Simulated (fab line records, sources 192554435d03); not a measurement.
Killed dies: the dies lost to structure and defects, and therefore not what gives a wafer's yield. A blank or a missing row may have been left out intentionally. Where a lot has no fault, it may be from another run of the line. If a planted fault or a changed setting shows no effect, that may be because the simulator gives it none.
Which tool was responsible? -- flow n5 finfet -- 21 wafers from 7 lots sampled at 4 of the route's 1938 steps

== WHAT THE GAUGES READ, wafer by wafer ==
N5_SD_EPI_N_EPI_MEAS_23.
lot,measured,on,thk nm (nm)
L140,day 3 17:34,film metro-02,61.1 58.9 58.8
L143,day 4 04:31,film metro-01,61.0 61.7 58.3
L145,day 4 17:44,film metro-02,58.2 58.7 56.8
L147,day 5 04:35,film metro-01,59.4 60.3 59.9
L149,day 5 17:29,film metro-02,60.1 59.6 59.9
L158,day 7 22:15,film metro-02,41.0 59.7 60.2
L162,day 9 02:32,film metro-02,58.2 58.5 57.5

== EACH LOT AND THE TOOL THAT RAN IT (in order: tool; ch and the chambers of the sampled wafers; start) ==
lot,N5_SPACER0_ALD_08,N5_SD_EPI_N_SD_RECESS_17,N5_SD_EPI_N_PRECLEAN_48
L140,"ald sin-01 ch 0,3, day 3 13:32","rie si-06 ch 1,2, day 3 14:52","epi rpcvd-03 ch 0, day 3 15:25"
L143,"ald sin-02 ch 1,2, day 4 00:35","rie si-01 ch 0,1,2, day 4 01:48","epi rpcvd-01 ch 0, day 4 02:15"
L145,"ald sin-02 ch 0,1, day 4 13:36","rie si-01 ch 0,1, day 4 15:01","epi rpcvd-02 ch 0, day 4 15:29"
L147,"ald sin-01 ch 0,1,3, day 5 00:40","rie si-06 ch 0,2, day 5 01:52","epi rpcvd-02 ch 0, day 5 02:23"
L149,"ald sin-03 ch 0,1,3, day 5 13:26","rie si-06 ch 1,2,3, day 5 14:46","epi rpcvd-03 ch 0, day 5 15:14"
L158,"ald sin-01 ch 0,1,3, day 7 18:10","rie si-06 ch 0,1,3, day 7 19:32","epi rpcvd-02 ch 0, day 7 20:05"
L162,"ald sin-03 ch 0,2,3, day 8 21:46","rie si-06 ch 1,2,3, day 8 23:06","epi rpcvd-01 ch 0, day 8 23:32"
- N5_SPACER0_ALD_08: deposits SiNx, target thk 2 nm.
- N5_SD_EPI_N_SD_RECESS_17: chemistry HBr/Cl2/O2, target depth 41 nm, time 23.7 s, bt time 3 s.
- N5_SD_EPI_N_PRECLEAN_48: cleans in NF3:NH3, afs cycles 2, time 20 s, sublimation time 60 s.

== THE ANSWER, worked out from the rows above alone ==
Rule: the usual values come from the lots themselves. The widest of any qualifying gaps counts: lots, ordered by their means at a reading, are off when they make up no more than a third of the lots, leave a main group of 4 or more, and stand apart from it by 3 or more times the standard deviation of that group's means. If all means in a main group match to the digits the tables above print for the reading, that group is not used. Also off: a lot with no number at a reading for which 4 or more lots have one. All remaining lots with rows at the step are treated as sound.
Off, at N5_SD_EPI_N_EPI_MEAS_23 on thk nm: L158. Main group: mean 59.3 nm, sd 0.94.
If a tool, at a process step before that reading, ran all the lots that are off and no sound lot after the first of them, it fits. Gauges at N5_SD_EPI_N_EPI_MEAS_23: tried the same way as those tools. This does not decide it: 2 tools fit, namely ald sin-01 at N5_SPACER0_ALD_08 and epi rpcvd-02 at N5_SD_EPI_N_PRECLEAN_48.

== WHAT HAD BEEN PUT IN BY THE SIMULATOR ==
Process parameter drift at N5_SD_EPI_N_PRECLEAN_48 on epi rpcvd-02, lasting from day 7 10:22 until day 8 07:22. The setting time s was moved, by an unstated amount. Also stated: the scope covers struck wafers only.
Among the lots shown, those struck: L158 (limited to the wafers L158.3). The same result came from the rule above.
